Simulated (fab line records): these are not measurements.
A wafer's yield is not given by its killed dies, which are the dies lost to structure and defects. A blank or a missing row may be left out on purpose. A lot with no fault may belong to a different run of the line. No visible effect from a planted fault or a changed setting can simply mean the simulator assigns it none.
Comparing a struck lot with a sound one ; flow n5-finfet ; 15 out of 1938 route steps
Sound: wafers L422.3, L422.4, L422.6. Wafers struck: L427.1, L427.3, L427.5. The cause is named last.
For every step that has rows: the tool of each side, followed by ch and its chambers, followed by its first start. Under that, the readings that differ: sound wafers ; struck wafers ; difference of the means ; sigmas: that difference in standard deviations of wafers without a fault.
alike: words and numbers the same on both sides, and readings whose means are apart by under 2 such deviations; not compared: readings that were withheld, readings missing a value for some wafer, numbers with overlapping values and no deviation given by the record, and bounds like >300 which may hide the same value.
The two part at a step that has a row with sigmas, a row that says differs or no value, or rows on one side only. Non-overlapping numbers with no deviation appear without sigmas and do not part them. Lack of a reading on every wafer of one side parts them only where that side has two or more wafers.

first, 1 step without rows for these wafers: N5_BEOL_M14_HARDBAKE_14 (time 120 s).
N5_BEOL_M14_CD_MEAS_10: target cd 250 nm.
  sound on cd-sem-02 ch 0, day 13 18:42; struck on cd-sem-01 ch 0, day 15 02:34
  alike: cd-nm
N5_BEOL_M14_OVL_MEAS_11:
  sound on overlay-02 ch 0, day 13 18:43; struck on overlay-01 ch 0, day 15 02:38
  alike: V13_OVL
N5_BEOL_M14_INSPECT_12: inspects for defects (macro).
  struck on defect-inspect-01, day 15 02:39; sound on defect-inspect-01, day 13 18:45
reading;sound;struck;difference;sigmas
raw-defect-count;1 2 0;2 4 6;+3;+2
N5_BEOL_M14_DESCUM_15: chemistry O2, time 7.9 s.
  sound on rie-diel-04 ch 0,3, day 13 18:47; struck on rie-diel-03 ch 0,1, day 15 02:41
reading;sound;struck;difference;sigmas
oes-product-au (a.u.);0.74 0.96 0.96;0.67 0.79 0.67;-0.18;-2
  alike: chamber-pressure-mTorr, drypump-motor-current-A, rf-vpp-V, showerhead-plenum-p-Torr, throttle-valve-pct
  not compared: rf-hours-counter-h
N5_BEOL_M14_ETCH_59: etches BARC in N2/H2, target depth 89 nm, overetch 26.7 nm, time 67.9 s.
  sound on rie-diel-04 ch 0,3, day 13 18:49; struck on rie-diel-03 ch 0,1, day 15 02:43
  alike: chamber-pressure-mTorr, drypump-motor-current-A, oes-product-au, rf-vpp-V, showerhead-plenum-p-Torr, throttle-valve-pct
  not compared: rf-hours-counter-h
N5_BEOL_M14_VIA_ETCH_16: etches SiO2 in C4F8/O2/Ar, target depth 1231.3 nm.
  sound on rie-diel-04 ch 0,3, day 13 18:52; struck on rie-diel-03 ch 0,1, day 15 02:46
  alike: chamber-pressure-mTorr, drypump-motor-current-A, oes-product-au, rf-vpp-V, showerhead-plenum-p-Torr, throttle-valve-pct
N5_BEOL_M14_STRIP_63: strips in O2.
  sound on rie-diel-04 ch 0,3; struck on rie-diel-03 ch 0,1
  alike: chamber-pressure-mTorr, drypump-motor-current-A, oes-product-au, rf-vpp-V, showerhead-plenum-p-Torr, throttle-valve-pct
  not compared: rf-hours-counter-h
N5_BEOL_M14_STRIP_64: strips in O2.
  sound on rie-diel-04 ch 0,3; struck on rie-diel-03 ch 0,1
  alike: chamber-pressure-mTorr, drypump-motor-current-A, oes-product-au, rf-vpp-V, showerhead-plenum-p-Torr, throttle-valve-pct
  not compared: rf-hours-counter-h
then, 2 steps without rows for these wafers: N5_BEOL_M14_STRIP_71 (strips in post etch residue remover, time 60 s); N5_BEOL_M14_SRD_72 (time 30 s, dry time 30 s).
N5_BEOL_M14_CD_MEAS_17: target cd 250 nm.
  struck on cd-sem-01, day 15 03:08; sound on cd-sem-01, day 13 19:13
  alike: cd-nm
N5_BEOL_M14_COAT_65: time 60 s, resist thk 450 nm.
  sound on litho-track-03 ch 0, day 13 19:15; struck on litho-track-04 ch 0, day 15 03:10
reading;sound;struck;difference;sigmas
heater-power-total-W (W);500.4 500.3 502.1;484.1 487.3 488.4;-14.3;-8
plate-temp-C (C);250.14 250.12 250.15;244.51 244.65 244.60;-5.55;-31
  alike: resist-line-temp-C
then, 1 step without rows for these wafers: N5_BEOL_M14_COAT_66 (time 60 s, resist thk 110 nm).
N5_PASSIVATION_PROBE_49:
  rows exist in the record for the struck wafers here (prober-01, day 16 03:11), but not for the sound ones

== WHERE THEY PART ==
Last at N5_PASSIVATION_PROBE_49 as far as this record goes, first at N5_BEOL_M14_INSPECT_12.

WHY: what had been put in by the simulator
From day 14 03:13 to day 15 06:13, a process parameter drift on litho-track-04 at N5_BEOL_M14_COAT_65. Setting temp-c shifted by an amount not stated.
